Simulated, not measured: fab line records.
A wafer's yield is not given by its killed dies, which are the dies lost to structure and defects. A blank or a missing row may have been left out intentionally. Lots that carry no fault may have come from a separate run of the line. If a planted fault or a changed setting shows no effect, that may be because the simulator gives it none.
fab line records	flow nand_harc
record lots=24	wafers=72	last_day=34
route steps=1302 shown A_CONTACT@1093 A_BLC@1130 A_M0@1147
lots untouched by any fault: they come from a run of this same line in which no faults occurred
start_h: start of the lot's first displayed wafer, in hours after the record's first day	wait_h: hours elapsed since this lot's preceding step	" unchanged from the row above	L1.1+2: a row that stands for several wafers	- no value present, or no start provided	* or withheld: withheld	< > ~ a bound
route shown NAME@n: NAME is a module with steps in the file, n the number in the route of the first one	usual: the fault-free wafers' mean and standard deviation	same: alike in all rows	chamber/n: place in a boat	sites: the reading at each site	_std_site: the values' standard deviation	_edge_site: mean of outer sites minus mean of inner sites	radius_mm: for every site, how far away it sits from the centre of the wafer	mask NAME#n: copy n	behind: tool/chamber where the wafer was last shaped	hold: why the lot was held/for how many hours/how that ended	device: whichever transistor did not switch (one of n, p or np)	end of line: tests of these same wafers at the route's end	for a step that has no rows: nothing shown but its recipe	killed: dies that structure and defects cost at the first sort, which is not the same as the wafer's yield	map: a wafer's dies, marking killed ones x, the rest . and places with no die _
set.NAME: the setting that was run; set.NAME@STEP: the one run at that earlier step	model.NAME: the simulator's own value behind a step, which no gauge read
route steps across a sampled set of lots; one table per step, one row per wafer
services: a tool's chamber out of use, with start hour (start_h, from the record's first day; less than 0 if before it), hours out, and reason
## steps
# step NHARC_A_CONTACT_ETCH_98
# recipe target_depth_a=200	over_etch_frac=0.5	time_s=10	ion_energy_ev=250	c4f6_flow_sccm=25	o2_flow_sccm=20	ar_flow_sccm=500	rf_w=600	bias_w=500	chemistry=C4F6/O2
# usual c4f6_flow_sccm=25.00/0.072	chamber_pressure_mTorr=30.00/0.03	drypump_motor_current_A=5.82/0.29	mfc_ar_sccm=499.9/1.6	oes_product_au=0.956/0.015	rf_vpp_V=548/3.9	showerhead_plenum_p_Torr=3.96/0.18	throttle_valve_pct=26.903/0.0088
lot.wafer	tool	chamber	start_h	wait_h	c4f6_flow_sccm	chamber_pressure_mTorr	drypump_motor_current_A	mfc_ar_sccm	oes_product_au	rf_hours_counter_h	rf_vpp_V	showerhead_plenum_p_Torr	throttle_valve_pct
L075.1	rie_diel-08	1	-	-	25.04	29.98	6.30	498.6	0.940	41	552	4.17	26.909
L075.2	"	2	"	"	25.01	29.99	5.98	503.0	0.950	42	552	4.20	26.909
L075.6	"	0	"	"	24.99	30.04	5.92	499.3	0.958	-	544	3.83	26.912
L077.2	rie_diel-04	2	-	-	25.10	29.96	6.06	498.4	0.946	27	549	4.05	26.898
L077.3	"	0	"	"	25.11	30.01	5.88	499.1	0.932	27	541	3.65	26.906
L077.1	"	1	"	"	24.94	29.97	5.51	499.8	0.939	27	544	3.81	26.899
L076.3	rie_diel-05	2	-	-	25.10	29.94	5.79	499.5	0.957	44	544	3.81	26.896
L076.4	"	3	"	"	24.99	29.99	6.00	500.9	0.950	43	546	3.86	26.922
L076.5	"	2	"	"	24.92	29.96	5.80	497.7	0.950	-	543	3.81	26.896
L078.1	rie_diel-08	0	-	-	25.12	30.03	5.89	498.2	0.934	52	544	3.83	26.903
L078.2	"	2	"	"	25.04	30.01	5.95	500.8	0.960	47	553	4.20	26.902
L078.6	"	0	"	"	24.96	29.99	5.91	495.7	0.944	-	546	3.83	26.893
L074.4	rie_diel-08	0	-	-	24.98	30.02	5.91	501.6	0.962	52	545	3.83	26.894
L074.3	"	1	"	"	24.94	29.95	6.31	498.2	0.972	47	552	4.16	26.895
L074.5	"	2	"	"	24.92	30.01	5.98	498.4	0.979	-	553	4.20	26.907
L081.4	rie_diel-04	0	-	-	25.03	30.08	5.77	496.9	0.951	4	542	3.65	26.909
L081.2	"	1	"	"	25.00	30.01	5.46	501.3	0.957	3	546	3.81	26.904
L081.1	"	3	"	"	25.06	29.98	5.71	500.4	0.961	4	551	4.14	26.909
L079.3	rie_diel-05	1	-	-	25.05	29.98	6.16	497.8	0.934	50	551	4.16	26.902
L079.2	"	2	"	"	25.13	29.98	5.82	498.8	0.960	52	545	3.80	26.906
L079.5	"	2	"	"	25.05	29.99	5.79	500.5	0.956	-	544	3.80	26.900
L080.3	rie_diel-04	1	-	-	24.93	29.98	5.44	500.3	0.958	4	544	3.81	26.906
L080.2	"	3	"	"	25.02	29.98	5.71	501.2	0.943	5	552	4.14	26.926
L080.4	"	0	"	"	24.97	30.01	5.81	499.1	0.949	5	540	3.65	26.905
L083.1	rie_diel-04	0	-	-	25.12	30.05	5.77	501.5	0.957	9	541	3.64	26.899
L083.3	"	3	"	"	24.97	29.99	5.72	502.1	0.936	8	550	4.13	26.910
L083.6	"	0	"	"	25.05	30.06	5.72	500.0	0.957	-	542	3.64	26.918
L082.1	rie_diel-04	1	-	-	24.91	30.03	5.45	499.8	0.939	10	545	3.80	26.897
L082.3	"	2	"	"	24.93	30.00	6.03	500.0	0.939	9	551	4.04	26.905
L082.5	"	1	"	"	25.01	29.98	5.45	499.6	0.938	-	543	3.80	26.903
L085.2	rie_diel-04	0	-	-	25.00	30.01	5.81	501.5	0.956	14	540	3.64	26.917
L085.1	"	1	"	"	24.96	30.02	5.48	499.3	0.952	13	544	3.80	26.899
L085.5	"	1	"	"	25.06	29.98	5.46	498.9	0.953	-	544	3.80	26.901
L084.1	rie_diel-05	0	-	-	24.93	30.00	5.66	501.8	0.962	2	553	4.19	26.912
L084.2	"	1	"	"	24.87	30.03	6.20	498.2	0.934	2	551	4.15	26.912
L084.3	"	2	"	"	24.90	30.03	5.79	497.1	0.955	4	545	3.79	26.904
L086.3	rie_diel-04	2	-	-	24.93	29.93	6.01	500.3	1.007	14	550	4.04	26.902
L086.2	"	3	"	"	24.86	29.99	5.71	497.1	1.001	15	552	4.13	26.909
L086.5	"	3	"	"	25.06	29.96	5.72	500.3	0.999	-	551	4.13	26.905
L087.2	rie_diel-08	0	-	-	25.03	29.99	5.92	500.5	0.949	42	545	3.80	26.891
L087.5	"	1	"	"	24.92	29.99	6.30	499.1	0.966	-	551	4.13	26.925
L087.6	"	2	"	"	24.95	30.05	5.99	499.2	0.956	-	551	4.17	26.909
L090.3	rie_diel-08	2	-	-	25.02	29.96	5.99	497.8	0.963	40	553	4.17	26.897
L090.6	"	0	"	"	25.01	30.06	5.90	500.1	0.950	-	546	3.80	26.911
L090.5	"	1	"	"	25.03	30.03	6.29	499.6	0.956	-	551	4.13	26.897
L088.3	rie_diel-04	2	-	-	25.03	30.04	6.00	497.9	0.957	21	548	4.03	26.898
L088.2	"	3	"	"	24.92	29.99	5.72	500.5	0.951	22	551	4.12	26.887
L088.5	"	1	"	"	24.99	30.01	5.48	498.5	0.951	-	543	3.80	26.908
L089.2	rie_diel-05	1	-	-	25.01	29.98	6.16	502.7	0.954	12	552	4.14	26.908
L089.1	"	2	"	"	25.04	29.98	5.78	498.8	0.957	14	545	3.79	26.885
L089.3	"	3	"	"	24.86	29.94	6.01	499.9	0.969	17	545	3.84	26.902
L091.1	rie_diel-04	1	-	-	25.12	29.99	5.42	500.7	0.961	21	546	3.80	26.889
L091.3	"	3	"	"	25.10	30.01	5.69	499.1	0.950	24	551	4.12	26.909
L091.4	"	0	"	"	24.94	29.98	5.84	499.6	0.962	23	541	3.64	26.892
L092.3	rie_diel-08	1	-	-	25.16	29.98	6.32	499.9	0.944	55	551	4.13	26.909
L092.1	"	2	"	"	25.07	30.00	5.98	500.2	0.935	57	551	4.16	26.895
L092.4	"	3	"	"	25.00	29.97	5.19	501.6	0.968	60	546	3.87	26.892
L093.2	rie_diel-04	3	-	-	25.11	30.02	5.71	501.7	0.946	28	553	4.12	26.905
L093.4	"	1	"	"	25.14	30.04	5.52	497.1	0.967	26	544	3.79	26.904
L093.5	"	3	"	"	24.96	29.98	5.69	500.0	0.950	-	550	4.12	26.898
L095.3	rie_diel-05	3	-	-	24.87	29.96	5.98	498.7	0.961	35	545	3.83	26.888
L095.1	"	0	"	"	25.11	30.03	5.59	500.7	0.953	32	551	4.17	26.902
L095.5	"	2	"	"	24.99	29.99	5.81	497.5	0.954	-	545	3.78	26.921
L096.3	rie_diel-04	2	735.16	0.1	24.89	30.04	6.02	500.9	0.931	6	547	4.03	26.908
L096.1	"	3	"	"	24.92	29.97	5.71	500.7	0.946	6	549	4.12	26.901
L096.4	"	0	"	"	25.02	30.03	5.82	499.9	0.952	-	554	4.22	26.916
L094.3	rie_diel-05	0	-	-	25.02	29.98	5.60	497.4	0.973	33	551	4.17	26.894
L094.1	"	2	"	"	24.99	30.03	5.78	501.1	0.948	33	545	3.78	26.923
L094.4	"	3	"	"	25.06	29.97	6.01	504.3	0.969	37	545	3.83	26.902
L097.4	rie_diel-08	0	-	-	24.99	29.94	5.91	498.8	0.967	9	543	3.79	26.921
L097.3	"	1	"	"	25.01	30.03	6.28	501.6	0.984	8	551	4.12	26.912
L097.6	"	3	"	"	24.94	30.02	5.17	501.2	0.966	-	545	3.86	26.909
# step NHARC_A_BLC_PVD_32
# recipe target_thk_a=50	chamber_pressure_pa=5	power_w=5000	substrate_temp_c=200	time_s=17.7	material=Ti
# usual throttle_valve_pct=29.4/0.94
lot.wafer	tool	chamber	start_h	wait_h	throttle_valve_pct
L075.1	pvd_sputter-01	-	-	-	29.9
L075.2	"	-	"	"	30.3
L075.6	"	-	"	"	30.6
L077.3	pvd_sputter-02	-	-	-	29.6
L077.2	"	-	"	"	29.2
L077.1	"	-	"	"	29.6
L076.3	pvd_sputter-03	-	-	-	28.4
L076.4	"	-	"	"	27.1
L076.5	"	-	"	"	28.2
L078.1	pvd_sputter-01	-	-	-	30.2
L078.2	"	-	"	"	27.4
L078.6	"	-	"	"	30.3
L074.3	pvd_sputter-01	-	-	-	30.2
L074.4	"	-	"	"	30.3
L074.5	"	-	"	"	30.1
L081.4	pvd_sputter-03	-	-	-	29.5
L081.1	"	-	"	"	30.7
L081.2	"	-	"	"	28.4
L079.2	pvd_sputter-02	-	-	-	29.7
L079.3	"	-	"	"	29.2
L079.5	"	-	"	"	29.1
L080.4	pvd_sputter-02	-	-	-	29.2
L080.2	"	-	"	"	29.7
L080.3	"	-	"	"	28.9
L083.1	pvd_sputter-01	-	-	-	29.6
L083.3	"	-	"	"	29.2
L083.6	"	-	"	"	29.3
L082.1	pvd_sputter-02	-	-	-	29.6
L082.3	"	-	"	"	29.8
L082.5	"	-	"	"	28.9
L085.2	pvd_sputter-02	-	-	-	30.0
L085.1	"	-	"	"	29.8
L085.5	"	-	"	"	30.0
L084.2	pvd_sputter-03	-	-	-	29.4
L084.1	"	-	"	"	27.2
L084.3	"	-	"	"	28.5
L086.3	pvd_sputter-03	-	-	-	27.9
L086.2	"	-	"	"	29.5
L086.5	"	-	"	"	27.4
L087.2	pvd_sputter-01	-	-	-	29.5
L087.5	"	-	"	"	30.0
L087.6	"	-	"	"	28.1
L090.3	pvd_sputter-02	-	-	-	30.0
L090.5	"	-	"	"	30.0
L090.6	"	-	"	"	30.6
L088.2	pvd_sputter-01	-	-	-	29.9
L088.3	"	-	"	"	29.5
L088.5	"	-	"	"	27.9
L089.1	pvd_sputter-02	-	-	-	30.2
L089.3	"	-	"	"	29.0
L089.2	"	-	"	"	29.7
L091.3	pvd_sputter-03	-	-	-	29.4
L091.4	"	-	"	"	27.0
L091.1	"	-	"	"	30.7
L092.1	pvd_sputter-02	-	-	-	29.6
L092.3	"	-	"	"	30.5
L092.4	"	-	"	"	29.2
L093.4	pvd_sputter-02	-	-	-	30.7
L093.2	"	-	"	"	29.2
L093.5	"	-	"	"	30.1
L095.1	pvd_sputter-01	-	-	-	29.1
L095.3	"	-	"	"	29.8
L095.5	"	-	"	"	29.8
L096.1	pvd_sputter-01	-	-	-	27.7
L096.3	"	-	"	"	29.6
L096.4	"	-	"	"	29.2
L094.3	pvd_sputter-02	-	-	-	29.7
L094.1	"	-	"	"	30.0
L094.4	"	-	"	"	30.3
L097.3	pvd_sputter-03	-	758.87	0.1	30.1
L097.4	"	-	"	"	29.3
L097.6	"	-	"	"	29.9
# step NHARC_A_BLC_INSPECT_28
# usual raw_defect_count=496/110
lot.wafer	tool	chamber	start_h	wait_h	raw_defect_count
L075.1	defect_inspect-02	-	525.29	0.1	549
L075.2	"	-	"	"	620
L075.6	"	-	"	"	501
L077.1	defect_inspect-01	-	534.73	0.1	653
L077.2	"	-	"	"	495
L077.3	"	-	"	"	563
L076.3	defect_inspect-01	-	540.62	0.1	533
L076.4	"	-	"	"	360
L076.5	"	-	"	"	704
L078.1	defect_inspect-01	-	542.82	0.1	805
L078.2	"	-	"	"	558
L078.6	"	-	"	"	570
L074.3	defect_inspect-02	-	543.56	0.1	473
L074.4	"	-	"	"	706
L074.5	"	-	"	"	541
L081.1	defect_inspect-01	-	566.29	0.1	568
L081.2	"	-	"	"	443
L081.4	"	-	"	"	540
L079.2	defect_inspect-01	-	568.10	0.1	389
L079.3	"	-	"	"	377
L079.5	"	-	"	"	394
L080.2	defect_inspect-01	-	570.21	0.1	510
L080.3	"	-	"	"	464
L080.4	"	-	"	"	581
L083.1	defect_inspect-02	-	599.37	0.1	530
L083.3	"	-	"	"	367
L083.6	"	-	"	"	577
L082.1	defect_inspect-02	-	602.86	0.1	495
L082.3	"	-	"	"	566
L082.5	"	-	"	"	537
L085.1	defect_inspect-02	-	624.93	0.1	511
L085.2	"	-	"	"	658
L085.5	"	-	"	"	575
L084.1	defect_inspect-02	-	636.86	0.1	406
L084.2	"	-	"	"	406
L084.3	"	-	"	"	458
L086.2	defect_inspect-02	-	641.28	0.1	373
L086.3	"	-	"	"	489
L086.5	"	-	"	"	394
L087.2	defect_inspect-02	-	665.64	0.1	522
L087.5	"	-	"	"	609
L087.6	"	-	"	"	518
L090.3	defect_inspect-01	-	665.90	0.1	490
L090.5	"	-	"	"	421
L090.6	"	-	"	"	453
L088.2	defect_inspect-01	-	670.09	0.1	650
L088.3	"	-	"	"	584
L088.5	"	-	"	"	516
L089.1	defect_inspect-02	-	672.12	0.1	408
L089.2	"	-	"	"	553
L089.3	"	-	"	"	498
L091.1	defect_inspect-02	-	677.61	0.1	294
L091.3	"	-	"	"	314
L091.4	"	-	"	"	265
L092.1	defect_inspect-01	-	707.90	0.1	482
L092.3	"	-	"	"	375
L092.4	"	-	"	"	373
L093.2	defect_inspect-02	-	717.04	0.1	468
L093.4	"	-	"	"	452
L093.5	"	-	"	"	467
L095.1	defect_inspect-01	-	739.45	0.1	674
L095.3	"	-	"	"	668
L095.5	"	-	"	"	404
L096.1	defect_inspect-01	-	741.69	0.1	323
L096.3	"	-	"	"	426
L096.4	"	-	"	"	361
L094.1	defect_inspect-02	-	744.94	0.1	558
L094.3	"	-	"	"	714
L094.4	"	-	"	"	667
L097.3	defect_inspect-01	-	760.23	0.1	486
L097.4	"	-	"	"	436
L097.6	"	-	"	"	496
# step NHARC_A_M0_CD_MEAS_09
# recipe target_cd_nm=80	landing_energy_ev=500
# usual cd_nm=80.4/0.84
lot.wafer	tool	chamber	start_h	wait_h	cd_nm
L075.1	cd_sem-01	0	526.19	-	80.8
L075.2	"	0	"	"	81.2
L075.6	"	0	"	"	80.6
L077.1	cd_sem-03	0	535.65	-	79.4
L077.2	"	0	"	"	79.3
L077.3	"	0	"	"	79.7
L076.3	cd_sem-02	0	541.53	-	80.2
L076.4	"	0	"	"	79.9
L076.5	"	0	"	"	80.0
L078.1	cd_sem-02	0	543.59	-	80.6
L078.2	"	0	"	"	80.6
L078.6	"	0	"	"	80.4
L074.3	cd_sem-02	0	545.01	-	80.0
L074.4	"	0	"	"	79.7
L074.5	"	0	"	"	80.2
L081.1	cd_sem-01	0	567.19	-	79.8
L081.2	"	0	"	"	78.5
L081.4	"	0	"	"	80.2
L079.2	cd_sem-03	0	569.00	-	80.4
L079.3	"	0	"	"	81.0
L079.5	"	0	"	"	79.1
L080.2	cd_sem-03	0	571.11	-	80.2
L080.3	"	0	"	"	79.5
L080.4	"	0	"	"	78.6
L083.1	cd_sem-03	0	600.28	-	80.9
L083.3	"	0	"	"	80.5
L083.6	"	0	"	"	81.5
L082.1	cd_sem-01	0	603.77	-	81.6
L082.3	"	0	"	"	81.4
L082.5	"	0	"	"	81.6
L085.1	cd_sem-03	0	625.73	-	79.9
L085.2	"	0	"	"	80.2
L085.5	"	0	"	"	81.4
L084.1	cd_sem-01	0	637.63	-	81.3
L084.2	"	0	"	"	80.8
L084.3	"	0	"	"	80.9
L086.2	cd_sem-01	0	642.19	-	80.3
L086.3	"	0	"	"	80.1
L086.5	"	0	"	"	80.8
L087.2	cd_sem-02	0	666.53	-	81.4
L087.5	"	0	"	"	80.5
L087.6	"	0	"	"	81.2
L090.3	cd_sem-01	0	666.81	-	80.6
L090.5	"	0	"	"	80.7
L090.6	"	0	"	"	81.3
L088.2	cd_sem-03	0	671.00	-	79.0
L088.3	"	0	"	"	80.3
L088.5	"	0	"	"	79.3
L089.1	cd_sem-02	0	673.02	-	82.4
L089.2	"	0	"	"	82.5
L089.3	"	0	"	"	82.1
L091.1	cd_sem-03	0	678.38	-	79.9
L091.3	"	0	"	"	78.9
L091.4	"	0	"	"	79.8
L092.1	cd_sem-03	0	708.67	-	79.9
L092.3	"	0	"	"	80.6
L092.4	"	0	"	"	80.9
L093.2	cd_sem-02	0	717.94	-	78.5
L093.4	"	0	"	"	79.4
L093.5	"	0	"	"	79.5
L095.1	cd_sem-01	0	740.35	-	81.2
L095.3	"	0	"	"	81.0
L095.5	"	0	"	"	81.0
L096.1	cd_sem-03	0	742.51	-	80.8
L096.3	"	0	"	"	80.3
L096.4	"	0	"	"	80.2
L094.1	cd_sem-02	0	745.85	-	80.1
L094.3	"	0	"	"	81.7
L094.4	"	0	"	"	80.7
L097.3	cd_sem-01	0	761.02	-	82.0
L097.4	"	0	"	"	80.9
L097.6	"	0	"	"	80.2
# step NHARC_A_M0_OVL_MEAS_10
# recipe pitch_nm=160
# usual overlay_x_nm=0.2/0.81	overlay_y_nm=-0.1/1
lot.wafer	tool	chamber	start_h	wait_h	overlay_x_nm	overlay_y_nm
L075.1	overlay-02	-	526.28	-	-0.4	-0.8
L075.2	"	-	"	"	-0.4	-0.8
L075.6	"	-	"	"	-0.7	-0.3
L077.1	overlay-02	-	535.73	-	-0.8	-1.3
L077.2	"	-	"	"	-1.2	-0.9
L077.3	"	-	"	"	-0.8	-0.8
L076.3	overlay-01	-	541.61	-	-0.4	1.4
L076.4	"	-	"	"	-0.8	1.0
L076.5	"	-	"	"	-0.5	1.3
L078.1	overlay-02	-	543.68	-	-0.2	0.4
L078.2	"	-	"	"	-0.5	0.6
L078.6	"	-	"	"	-0.6	0.7
L074.3	overlay-01	-	545.10	-	1.7	0.4
L074.4	"	-	"	"	0.8	-0.5
L074.5	"	-	"	"	1.5	0.1
L081.1	overlay-02	-	567.28	-	0.3	0.7
L081.2	"	-	"	"	0.4	1.5
L081.4	"	-	"	"	-0.1	0.9
L079.2	overlay-01	-	569.09	-	0.9	0.2
L079.3	"	-	"	"	1.0	0.1
L079.5	"	-	"	"	0.6	0.9
L080.2	overlay-01	-	571.20	-	0.8	-1.5
L080.3	"	-	"	"	1.3	-1.3
L080.4	"	-	"	"	0.7	-1.0
L083.1	overlay-01	-	600.37	-	-0.7	1.3
L083.3	"	-	"	"	-0.2	1.2
L083.6	"	-	"	"	-0.5	0.9
L082.1	overlay-01	-	603.85	-	1.1	-0.8
L082.3	"	-	"	"	0.6	-0.9
L082.5	"	-	"	"	-0.1	-1.0
L085.1	overlay-01	-	625.82	-	0.3	-1.5
L085.2	"	-	"	"	0.5	-1.1
L085.5	"	-	"	"	0.0	-1.2
L084.1	overlay-02	-	637.72	-	1.4	0.8
L084.2	"	-	"	"	0.7	1.0
L084.3	"	-	"	"	1.2	0.7
L086.2	overlay-01	-	642.27	-	1.4	0.4
L086.3	"	-	"	"	2.0	1.1
L086.5	"	-	"	"	1.5	-0.1
L087.2	overlay-02	-	666.62	-	-0.1	-0.9
L087.5	"	-	"	"	0.2	-0.5
L087.6	"	-	"	"	0.0	-0.4
L090.3	overlay-02	-	666.89	-	-1.1	0.3
L090.5	"	-	"	"	-1.0	-0.2
L090.6	"	-	"	"	-1.8	0.1
L088.2	overlay-01	-	671.08	-	-0.1	-0.2
L088.3	"	-	"	"	0.1	0.7
L088.5	"	-	"	"	0.8	-0.5
L089.1	overlay-02	-	673.11	-	0.8	1.2
L089.2	"	-	"	"	0.7	1.1
L089.3	"	-	"	"	0.6	1.5
L091.1	overlay-01	-	678.47	-	-0.7	-1.4
L091.3	"	-	"	"	-0.8	-1.4
L091.4	"	-	"	"	-0.9	-1.3
L092.1	overlay-01	-	708.76	-	-0.5	-2.3
L092.3	"	-	"	"	-0.4	-2.7
L092.4	"	-	"	"	-0.2	-2.7
L093.2	overlay-02	-	718.02	-	0.9	0.4
L093.4	"	-	"	"	0.2	0.3
L093.5	"	-	"	"	-0.1	-0.3
L095.1	overlay-01	-	740.44	-	1.3	0.9
L095.3	"	-	"	"	1.0	0.8
L095.5	"	-	"	"	1.3	1.0
L096.1	overlay-02	-	742.60	-	0.2	0.3
L096.3	"	-	"	"	-0.1	0.3
L096.4	"	-	"	"	-0.5	0.5
L094.1	overlay-01	-	745.94	-	0.3	-0.6
L094.3	"	-	"	"	0.3	-1.1
L094.4	"	-	"	"	0.5	-1.2
L097.3	overlay-02	-	761.10	-	0.3	-0.6
L097.4	"	-	"	"	-0.4	0.5
L097.6	"	-	"	"	-0.3	-0.5
# step NHARC_A_M0_DESCUM_14
# recipe time_s=3	o2_flow_sccm=200	ar_flow_sccm=0	bias_power_w=0	chemistry=O2
# usual chamber_pressure_mTorr=60.00/0.051	drypump_motor_current_A=5.8/0.51	mfc_ar_sccm=0.008/0.014	oes_product_au=1.004/0.011	rf_vpp_V=57.8/0.89	showerhead_plenum_p_Torr=1.94/0.089	throttle_valve_pct=11.310/0.0089
lot.wafer	tool	chamber	start_h	wait_h	chamber_pressure_mTorr	drypump_motor_current_A	mfc_ar_sccm	oes_product_au	rf_hours_counter_h	rf_vpp_V	showerhead_plenum_p_Torr	throttle_valve_pct
L075.1	rie_diel-09	2	526.40	0.1	59.98	5.3	0.009	0.997	1.3	57.0	1.81	11.319
L075.2	"	3	"	"	60.05	6.3	0	1.006	1.3	58.2	1.88	11.318
L075.6	"	0	"	"	60.05	6.5	0	1.020	-	58.4	2.04	11.326
L077.2	rie_diel-09	1	535.83	0.1	59.99	6.3	0.043	1.015	0.7	59.1	1.91	11.317
L077.3	"	2	"	"	59.98	5.3	0.009	0.997	1.4	55.6	1.81	11.306
L077.1	"	3	"	"	60.01	6.4	0	1.006	1.5	57.1	1.88	11.302
L076.3	rie_diel-09	2	541.72	0.1	60.08	5.3	0.009	1.000	1.4	55.9	1.81	11.306
L076.5	"	0	"	"	60.00	6.5	0	1.012	-	57.3	2.04	11.316
L076.4	"	3	"	"	59.94	6.4	0	0.993	-	57.4	1.88	11.304
L078.2	rie_diel-09	0	543.79	0.1	60.04	6.5	0	1.013	1.5	59.9	2.04	11.315
L078.1	"	2	"	"	60.00	5.3	0.009	1.001	1.6	58.5	1.81	11.314
L078.6	"	3	"	"	59.97	6.3	0	0.992	-	56.4	1.88	11.317
L074.4	rie_diel-06	3	545.21	0.1	60.02	5.6	0.002	1.003	2.6	57.4	2.04	11.319
L074.3	"	0	"	"	59.99	5.0	0	1.016	2.6	59.5	1.98	11.312
L074.5	"	1	"	"	59.88	6.0	0.028	1.028	-	57.4	2.03	11.312
L081.2	rie_diel-06	1	567.38	0.1	59.98	6.1	0.028	1.013	4.3	58.7	2.03	11.314
L081.4	"	2	"	"	59.96	5.4	0	1.020	4.8	57.7	2.01	11.320
L081.1	"	3	"	"	59.93	5.6	0.002	1.015	4.5	59.2	2.04	11.299
L079.3	rie_diel-11	1	569.19	0.1	60.00	5.9	0	0.990	7.1	57.3	2.02	11.316
L079.2	"	3	"	"	59.95	5.5	0	1.007	9.1	56.8	1.85	11.313
L079.5	"	1	"	"	60.04	5.9	0	0.988	-	58.1	2.02	11.301
L080.3	rie_diel-09	2	571.30	0.1	59.95	5.3	0.009	0.995	3.4	56.7	1.81	11.319
L080.4	"	0	"	"	60.06	6.5	0	1.014	3.4	57.7	2.04	11.303
L080.2	"	1	"	"	59.95	6.2	0.043	1.000	2.2	58.4	1.91	11.309
L083.1	rie_diel-06	3	600.47	0.1	60.01	5.6	0.002	1.009	5.7	58.2	2.04	11.301
L083.3	"	0	"	"	59.98	5.1	0	1.024	5.3	57.9	1.98	11.307
L083.6	"	3	"	"	60.01	5.6	0.002	1.010	-	57.8	2.04	11.295
L082.3	rie_diel-11	2	603.95	0.1	59.97	5.1	0.006	1.011	10.3	56.2	2.05	11.314
L082.1	"	1	"	"	59.92	5.9	0	1.009	9.9	58.3	2.02	11.315
L082.5	"	2	"	"	59.93	5.1	0.006	0.994	-	58.4	2.05	11.295
L085.2	rie_diel-06	2	625.94	0.1	59.95	5.4	0	1.015	8.6	57.7	2.00	11.312
L085.1	"	3	"	"	60.02	5.6	0.002	1.008	7.8	58.5	2.04	11.309
L085.5	"	0	"	"	60.03	5.0	0	1.012	-	57.6	1.98	11.325
L084.3	rie_diel-11	2	637.82	0.1	60.07	5.1	0.006	1.000	1.7	59.2	2.05	11.301
L084.2	"	3	"	"	60.08	5.5	0	0.989	1.8	58.3	1.85	11.296
L084.1	"	0	"	"	59.99	5.8	0	0.993	1.8	56.9	1.84	11.312
L086.3	rie_diel-09	2	642.39	0.1	60.00	5.3	0.009	0.996	6.9	57.1	1.81	11.313
L086.2	"	3	"	"	60.01	6.4	0	0.986	6.7	56.5	1.88	11.316
L086.5	"	1	"	"	59.96	6.3	0.043	0.990	-	57.4	1.91	11.310
L087.2	rie_diel-09	3	666.74	0.1	59.99	6.4	0	0.997	7.7	57.1	1.88	11.308
L087.6	"	0	"	"	60.04	6.5	0	1.019	-	58.4	2.03	11.313
L087.5	"	1	"	"	60.01	6.3	0.043	0.994	-	60.0	1.91	11.319
L090.3	rie_diel-11	1	667.01	0.1	60.01	5.9	0	0.995	2.8	57.9	2.02	11.302
L090.6	"	2	"	"	60.04	5.1	0.006	0.994	-	57.9	2.05	11.318
L090.5	"	3	"	"	60.04	5.5	0	0.999	-	58.4	1.85	11.307
L088.3	rie_diel-09	3	671.18	0.1	59.96	6.4	0	1.011	7.9	58.9	1.88	11.288
L088.2	"	0	"	"	60.09	6.5	0	1.029	8.1	58.2	2.03	11.320
L088.5	"	3	"	"	59.94	6.3	0	1.009	-	58.0	1.88	11.313
L089.2	rie_diel-11	3	673.22	0.1	59.93	5.5	0	0.999	3.2	56.1	1.85	11.312
L089.3	"	0	"	"	60.11	5.8	0	0.987	3.5	58.2	1.84	11.307
L089.1	"	2	"	"	60.14	5.1	0.006	0.998	3.4	58.1	2.05	11.306
L091.1	rie_diel-06	0	678.57	0.1	59.99	5.0	0	1.006	1.1	57.7	1.98	11.318
L091.3	"	1	"	"	60.02	6.0	0.028	0.996	1.6	58.4	2.03	11.305
L091.4	"	3	"	"	60.04	5.7	0.002	0.980	1.1	57.5	2.04	11.299
L092.1	rie_diel-11	2	708.86	0.1	60.05	5.1	0.006	0.991	5.4	57.3	2.05	11.317
L092.3	"	3	"	"	59.97	5.5	0	0.996	4.9	56.5	1.84	11.320
L092.4	"	1	"	"	59.96	5.9	0	1.015	4.8	58.9	2.02	11.317
L093.2	rie_diel-09	3	718.12	0.1	60.03	6.4	0	0.997	1.4	57.5	1.88	11.313
L093.4	"	2	"	"	60.01	5.3	0.009	1.009	1.7	58.0	1.81	11.316
L093.5	"	3	"	"	60.00	6.3	0	0.993	-	58.0	1.88	11.316
L095.3	rie_diel-09	2	740.54	0.1	59.89	5.2	0.009	1.005	2.6	58.1	1.81	11.300
L095.1	"	3	"	"	60.07	6.4	0	0.998	2.1	57.7	1.88	11.300
L095.5	"	3	"	"	59.91	6.4	0	0.995	-	57.7	1.88	11.293
L096.3	rie_diel-09	3	742.70	0.1	60.04	6.3	0	1.005	2.2	58.9	1.88	11.317
L096.1	"	0	"	"	59.90	6.5	0	1.005	2.2	57.6	2.03	11.306
L096.4	"	2	"	"	59.99	5.2	0.009	1.008	2.7	58.8	1.81	11.320
L094.4	rie_diel-09	2	746.05	0.1	60.07	5.3	0.009	1.000	2.7	57.2	1.81	11.322
L094.3	"	3	"	"	60.06	6.3	0	0.995	2.3	57.7	1.88	11.297
L094.1	"	0	"	"	59.96	6.5	0	1.001	2.2	59.1	2.03	11.308
L097.3	rie_diel-09	3	761.20	0.1	59.90	6.3	0	0.996	3.1	58.4	1.87	11.319
L097.4	"	0	"	"	59.98	6.5	0	0.995	3.2	57.9	2.03	11.306
L097.6	"	2	"	"	60.02	5.3	0.009	1.010	-	57.1	1.81	11.303
## services
tool	chamber	start_h	hours	kind
rie_diel-09	-	497.10	9.0	pm
pvd_sputter-03	-	509.97	6.1	repair
pvd_sputter-02	-	514.62	1.0	repair
rie_diel-09	1	515.45	2.2	repair
pvd_sputter-03	-	526.02	10.0	pm
rie_diel-04	-	531.91	9.0	pm
rie_diel-09	1	541.57	7.5	repair
pvd_sputter-01	-	542.62	1.9	repair
rie_diel-08	-	544.85	9.0	pm
pvd_sputter-02	-	561.26	4.8	repair
pvd_sputter-01	-	582.04	10.0	pm
rie_diel-09	2	611.45	1.7	repair
rie_diel-04	-	616.43	2.0	repair
rie_diel-08	0	636.49	8.3	repair
pvd_sputter-02	-	638.12	10.0	pm
rie_diel-04	2	639.55	1.3	repair
rie_diel-09	-	674.10	9.0	pm
rie_diel-04	2	682.78	1.9	repair
rie_diel-09	0	683.78	7.6	repair
rie_diel-04	-	708.91	9.0	pm
rie_diel-08	-	722.06	9.0	pm
rie_diel-04	1	734.00	10.8	repair
rie_diel-04	2	752.21	30.4	repair
pvd_sputter-01	-	760.04	10.0	pm
## key
fault none
